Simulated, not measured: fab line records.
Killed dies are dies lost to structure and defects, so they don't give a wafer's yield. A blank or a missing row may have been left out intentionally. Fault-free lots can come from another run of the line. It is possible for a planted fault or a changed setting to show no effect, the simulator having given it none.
The tool behind it: which one? + flow n5 finfet + 8 lots, 24 wafers sampled, at 6 steps of a route of 1938

== WHAT THE GAUGES READ, wafer by wafer ==
N5_BEOL_M1_OCD_MEAS_38. Usual: trench depth nm 55.3 nm, standard deviation 0.95.
| lot  | measured     | on     | trench depth nm (nm) | flag |
|------|--------------|--------|----------------------|------|
| L717 | day 6 08:01  | ocd-01 | 55.5 55.5 55.0       |      |
| L718 | day 6 19:22  | ocd-01 | 56.1 55.4 56.4       |      |
| L719 | day 6 19:23  | ocd-01 | 54.9 54.5 55.3       |      |
| L720 | day 6 23:00  | ocd-02 | 54.4 52.1 55.8       |      |
| L726 | day 8 13:28  | ocd-01 | 54.9 51.8 55.0       |      |
| L734 | day 10 18:40 | ocd-01 | 55.4 55.9 57.8       |      |
| L739 | day 12 05:14 | ocd-01 | 55.9 55.0 55.7       |      |
| L740 | day 12 11:16 | ocd-02 | 53.5 55.1 54.4       |      |

N5_BEOL_M4_RC_MEAS_101. Usual: DIBL_N 36.5 mV/V, standard deviation 1.9; DIBL_P 36.7 mV/V, standard deviation 2.1; IOFF_N 0.17 nA/um, standard deviation 0.035; IOFF_P 0.22 nA/um, standard deviation 0.042; ION_N 676 uA/um, standard deviation 10; ION_P 462 uA/um, standard deviation 8.1; SS_N 71.5 mV/dec, standard deviation 0.72; SS_P 73.4 mV/dec, standard deviation 0.7; VT_N 249 mV, standard deviation 3.1; VT_P -250 mV, standard deviation 3.9.
| lot  | measured     | on        | DIBL_N (mV/V)  | DIBL_P (mV/V)  | IOFF_N (nA/um) | IOFF_P (nA/um) | ION_N (uA/um) | ION_P (uA/um) | SS_N (mV/dec)  | SS_P (mV/dec)  | VT_N (mV)   | VT_P (mV)      | flag |
|------|--------------|-----------|----------------|----------------|----------------|----------------|---------------|---------------|----------------|----------------|-------------|----------------|------|
| L717 | day 7 19:36  | prober-01 | 34.5 34.9 33.1 | 32.9 34.7 31.6 | 0.12 0.14 0.10 | 0.18 0.21 0.16 | 675 687 660   | 460 476 457   | 70.9 71.1 70.9 | 72.8 73.2 72.6 | 253 248 257 | -251 -250 -252 |      |
| L718 | day 8 12:59  | prober-02 | 38.3 38.4 36.6 | 40.1 40.2 36.9 | 0.21 0.22 0.18 | 0.31 0.31 0.25 | 678 695 681   | 466 481 471   | 72.6 71.9 72.8 | 74.4 74.1 73.3 | 250 245 249 | -246 -244 -246 |      |
| L719 | day 8 13:00  | prober-01 | 35.3 35.1 35.1 | 36.5 36.3 36.6 | 0.14 0.14 0.15 | 0.18 0.17 0.18 | 674 673 679   | 456 456 458   | 71.3 72.2 71.7 | 74.1 72.9 73.7 | 251 249 249 | -257 -256 -257 |      |
| L720 | day 8 10:17  | prober-01 | 36.3 37.0 40.5 | 35.7 36.7 41.0 | 0.14 0.15 0.23 | 0.21 0.22 0.31 | 661 686 699   | 463 474 475   | 71.8 72.2 72.5 | 73.8 73.3 74.9 | 254 251 247 | -250 -247 -246 |      |
| L726 | day 10 14:26 | prober-01 | 36.7 38.7 34.5 | 37.1 39.7 34.2 | 0.16 0.20 0.11 | 0.21 0.26 0.17 | 675 681 657   | 461 468 457   | 72.2 72.9 70.7 | 73.9 74.5 72.2 | 250 247 252 | -251 -246 -253 |      |
| L734 | day 12 15:43 | prober-02 | 37.5 37.1 35.9 | 37.4 37.9 35.3 | 0.20 0.20 0.16 | 0.29 0.31 0.25 | 689 698 681   | 478 489 477   | 72.3 71.0 70.9 | 73.8 74.6 74.0 | 245 245 250 | -241 -242 -244 |      |
| L739 | day 14 12:44 | prober-02 | 36.1 35.7 38.8 | 34.6 35.6 38.9 | 0.13 0.14 0.19 | 0.18 0.19 0.25 | 657 662 676   | 454 455 463   | 71.0 71.3 71.8 | 72.7 73.0 73.1 | 252 252 246 | -253 -253 -247 |      |
| L740 | day 15 12:26 | prober-01 | 35.8 37.7 35.5 | 36.4 38.7 36.3 | 0.18 0.19 0.16 | 0.24 0.26 0.23 | 683 674 682   | 470 460 472   | 71.4 72.8 71.3 | 73.4 73.5 73.2 | 247 246 249 | -247 -248 -247 |      |

== WHAT TOOL EACH LOT RAN ON (gives the tool, then ch and the chambers of the sampled wafers, and finally the start) ==
| lot  | N5_BEOL_M1_STRIP_66                | N5_BEOL_M1_DESCUM_33               | N5_BEOL_M1_ETCHBACK_99             | N5_BEOL_M1_TRENCH_ETCH_37          |
|------|------------------------------------|------------------------------------|------------------------------------|------------------------------------|
| L717 | rie diel-03 ch 1,3, day 6 05:04    | rie diel-03 ch 0,1, day 6 05:52    | rie diel-03 ch 1,2,3, day 6 07:38  | rie diel-03 ch 1,2,3, day 6 07:52  |
| L718 | rie diel-05 ch 0,3, day 6 08:42    | rie diel-05 ch 0,1, day 6 09:38    | rie diel-03 ch 0,2,3, day 6 18:58  | rie diel-03 ch 0,2,3, day 6 19:12  |
| L719 | rie diel-03 ch 0,1,3, day 6 16:27  | rie diel-03 ch 2,3, day 6 17:16    | rie diel-04 ch 0,2,3, day 6 18:59  | rie diel-04 ch 0,2,3, day 6 19:13  |
| L720 | rie diel-05 ch 0,3, day 6 19:52    | rie diel-05 ch 2,3, day 6 20:39    | rie diel-03 ch 1,2,3, day 6 22:37  | rie diel-03 ch 1,2,3, day 6 22:50  |
| L726 | rie diel-05 ch 0,1, day 8 08:46    | rie diel-05 ch 0,2, day 8 09:47    | rie diel-03 ch 0,2,3, day 8 13:05  | rie diel-03 ch 0,2,3, day 8 13:19  |
| L734 | rie diel-03 ch 1,3, day 10 11:38   | rie diel-04 ch 0,2,3, day 10 12:26 | rie diel-03 ch 2,3, day 10 18:17   | rie diel-03 ch 2,3, day 10 18:31   |
| L739 | rie diel-05 ch 0,1, day 11 14:58   | rie diel-03 ch 0,1,3, day 11 15:43 | rie diel-03 ch 1,3, day 12 04:50   | rie diel-03 ch 1,3, day 12 05:05   |
| L740 | rie diel-04 ch 0,1,3, day 12 00:46 | rie diel-05 ch 1,2, day 12 01:36   | rie diel-03 ch 0,1,3, day 12 10:52 | rie diel-03 ch 0,1,3, day 12 11:06 |
- N5_BEOL_M1_STRIP_66: strips in CF4.
- N5_BEOL_M1_DESCUM_33: chemistry O2, time 7 s.
- N5_BEOL_M1_ETCHBACK_99: etches SiO2 in CHF3, target depth 5 nm, time 10.4 s.
- N5_BEOL_M1_TRENCH_ETCH_37: etches SiOC in C4F6/O2, target depth 55.207 nm, time 29 s.

== AS READ BY THE TOOLS THEMSELVES (means over the sampled wafers that have a number; for cases with no such wafer, the mark the record gives instead) ==
N5_BEOL_M1_STRIP_66. Usual: bias power w 75.02 W, standard deviation 0.21; drypump motor current A 5.5 A, standard deviation 0.5; oes product au 0.79 a.u., standard deviation 0.076; rf vpp V 271.8 V, standard deviation 1.6; showerhead plenum p Torr 1.83 Torr, standard deviation 0.068; throttle valve pct 13.67 %, standard deviation 0.2.
| lot  | tool        | bias power w (W) | drypump motor current A (A) | oes product au (a.u.) | rf vpp V (V) | showerhead plenum p Torr (Torr) | throttle valve pct (%) | flag |
|------|-------------|------------------|-----------------------------|-----------------------|--------------|---------------------------------|------------------------|------|
| L717 | rie diel-03 | 75.02            | 6.2                         | 0.70                  | 270.7        | 1.78                            | 14.00                  |      |
| L718 | rie diel-05 | 75.14            | 6.0                         | 0.88                  | 271.9        | 1.82                            | 13.30                  |      |
| L719 | rie diel-03 | 75.02            | 5.7                         | 0.73                  | 270.5        | 1.76                            | 13.90                  |      |
| L720 | rie diel-05 | 75.22            | 6.0                         | 0.88                  | 272.1        | 1.82                            | 13.32                  |      |
| L726 | rie diel-05 | 75.14            | 5.7                         | 0.83                  | 273.1        | 1.91                            | 13.68                  |      |
| L734 | rie diel-03 | 74.88            | 6.2                         | 0.85                  | 271.7        | 1.77                            | 13.70                  |      |
| L739 | rie diel-05 | 74.92            | 5.7                         | 0.80                  | 272.5        | 1.90                            | 13.73                  |      |
| L740 | rie diel-04 | 74.94            | 5.0                         | 0.72                  | 271.1        | 1.83                            | 13.74                  |      |

N5_BEOL_M1_DESCUM_33. Usual: bias power w 20.00 W (standard deviation 0.059); drypump motor current A 5.5 A (standard deviation 0.51); oes product au 0.80 a.u. (standard deviation 0.084); rf vpp V 243.6 V (standard deviation 1.5); showerhead plenum p Torr 2.13 Torr (standard deviation 0.08); temp c 39.99 C (standard deviation 0.12); throttle valve pct 20.51 % (standard deviation 0.2).
| lot  | tool        | bias power w (W) | drypump motor current A (A) | oes product au (a.u.) | rf vpp V (V) | showerhead plenum p Torr (Torr) | temp c (C) | throttle valve pct (%) | flag |
|------|-------------|------------------|-----------------------------|-----------------------|--------------|---------------------------------|------------|------------------------|------|
| L717 | rie diel-03 | 19.98            | 5.3                         | 0.77                  | 242.0        | 2.05                            | 40.02      | 20.71                  |      |
| L718 | rie diel-05 | 19.98            | 5.7                         | 0.86                  | 244.7        | 2.23                            | 39.94      | 20.55                  |      |
| L719 | rie diel-03 | 20.03            | 6.2                         | 0.71                  | 244.2        | 2.13                            | 40.08      | 20.71                  |      |
| L720 | rie diel-05 | 20.00            | 5.8                         | 0.94                  | 242.9        | 2.12                            | 39.99      | 20.30                  |      |
| L726 | rie diel-05 | 20.08            | 5.5                         | 0.87                  | 245.4        | 2.23                            | 40.05      | 20.48                  |      |
| L734 | rie diel-04 | 20.03            | 5.1                         | 0.73                  | 242.9        | 2.08                            | 40.06      | 20.39                  |      |
| L739 | rie diel-03 | 20.03            | 5.7                         | 0.78                  | 242.7        | 2.05                            | 40.02      | 20.72                  |      |
| L740 | rie diel-05 | 19.97            | 5.2                         | 0.87                  | 244.6        | 2.22                            | 39.92      | 20.60                  |      |

N5_BEOL_M1_ETCHBACK_99. Usual: bias w 47.01 W (standard deviation 0.14); drypump motor current A 5.6 A (standard deviation 0.53); oes_ar_750_au 0.80 a.u. (standard deviation 0.085); oes product au 0.80 a.u. (standard deviation 0.091); rf vpp V 242 V (standard deviation 3.9); showerhead plenum p Torr 2.17 Torr (standard deviation 0.079); throttle valve pct 17.14 % (standard deviation 0.25).
| lot  | tool        | bias w (W) | drypump motor current A (A) | oes_ar_750_au (a.u.) | oes product au (a.u.) | rf vpp V (V) | showerhead plenum p Torr (Torr) | throttle valve pct (%) | flag |
|------|-------------|------------|-----------------------------|----------------------|-----------------------|--------------|---------------------------------|------------------------|------|
| L717 | rie diel-03 | 46.97      | 6.1                         | 0.72                 | 0.71                  | 240          | 2.17                            | 17.35                  |      |
| L718 | rie diel-03 | 47.05      | 5.8                         | 0.73                 | 0.73                  | 242          | 2.14                            | 17.38                  |      |
| L719 | rie diel-04 | 47.16      | 5.1                         | 0.74                 | 0.74                  | 242          | 2.14                            | 17.03                  |      |
| L720 | rie diel-03 | 47.00      | 6.1                         | 0.71                 | 0.72                  | 241          | 2.17                            | 17.35                  |      |
| L726 | rie diel-03 | 46.83      | 5.8                         | 0.82                 | 0.82                  | 242          | 2.13                            | 17.25                  |      |
| L734 | rie diel-03 | 46.91      | 6.2                         | 0.94                 | 0.95                  | 240          | 2.15                            | 17.08                  |      |
| L739 | rie diel-03 | 46.94      | 6.2                         | 0.83                 | 0.83                  | 238          | 2.13                            | 17.30                  |      |
| L740 | rie diel-03 | 46.98      | 5.7                         | 0.78                 | 0.78                  | 238          | 2.10                            | 17.33                  |      |

N5_BEOL_M1_TRENCH_ETCH_37. Usual: bias w 185.0 W, standard deviation 0.56; drypump motor current A 5.6 A, standard deviation 0.53; oes_ar_750_au 0.79 a.u., standard deviation 0.084; oes product au 0.80 a.u., standard deviation 0.09; rf vpp V 668 V, standard deviation 10; run length s 52.6 s, standard deviation 0.39; showerhead plenum p Torr 2.87 Torr, standard deviation 0.1; throttle valve pct 20.93 %, standard deviation 0.27.
| lot  | tool        | bias w (W) | drypump motor current A (A) | oes_ar_750_au (a.u.) | oes product au (a.u.) | rf vpp V (V) | run length s (s) | showerhead plenum p Torr (Torr) | throttle valve pct (%) | flag |
|------|-------------|------------|-----------------------------|----------------------|-----------------------|--------------|------------------|---------------------------------|------------------------|------|
| L717 | rie diel-03 | 185.1      | 6.2                         | 0.71                 | 0.72                  | 667          | 52.8             | 2.87                            | 21.12                  |      |
| L718 | rie diel-03 | 185.0      | 5.8                         | 0.72                 | 0.73                  | 669          | 52.3             | 2.83                            | 21.16                  |      |
| L719 | rie diel-04 | 185.2      | 5.1                         | 0.74                 | 0.74                  | 670          | 52.6             | 2.83                            | 20.77                  |      |
| L720 | rie diel-03 | 185.1      | 6.2                         | 0.71                 | 0.71                  | 667          | 52.3             | 2.87                            | 21.12                  |      |
| L726 | rie diel-03 | 185.3      | 5.8                         | 0.81                 | 0.82                  | 668          | 51.9             | 2.82                            | 21.06                  |      |
| L734 | rie diel-03 | 185.2      | 6.2                         | 0.94                 | 0.95                  | 666          | 52.7             | 2.85                            | 20.94                  |      |
| L739 | rie diel-03 | 185.0      | 6.2                         | 0.84                 | 0.84                  | 656          | 52.8             | 2.82                            | 21.16                  |      |
| L740 | rie diel-03 | 185.5      | 5.7                         | 0.77                 | 0.77                  | 661          | 52.7             | 2.78                            | 21.15                  |      |

== THE ANSWER, worked out from the rows above alone ==
Rule: take the mean of a lot's wafers that have a number; if it is more than 3 standard deviations from the usual mean, the lot is off. A lot without any number at a reading at which 4 lots or more have one is off too. The other lots that the step has rows for count as sound. After the gauges, taken in route order, come the tools' own readings; for these a lot's mean is taken, as printed above. The first step at which some lot is off is used, and at that step the reading that is off furthest; a lot without a number counts as furthest.
Across all readings shown, no lot is off: no conclusion can be drawn from this.

== WHAT WAS PUT IN BY THE SIMULATOR ==
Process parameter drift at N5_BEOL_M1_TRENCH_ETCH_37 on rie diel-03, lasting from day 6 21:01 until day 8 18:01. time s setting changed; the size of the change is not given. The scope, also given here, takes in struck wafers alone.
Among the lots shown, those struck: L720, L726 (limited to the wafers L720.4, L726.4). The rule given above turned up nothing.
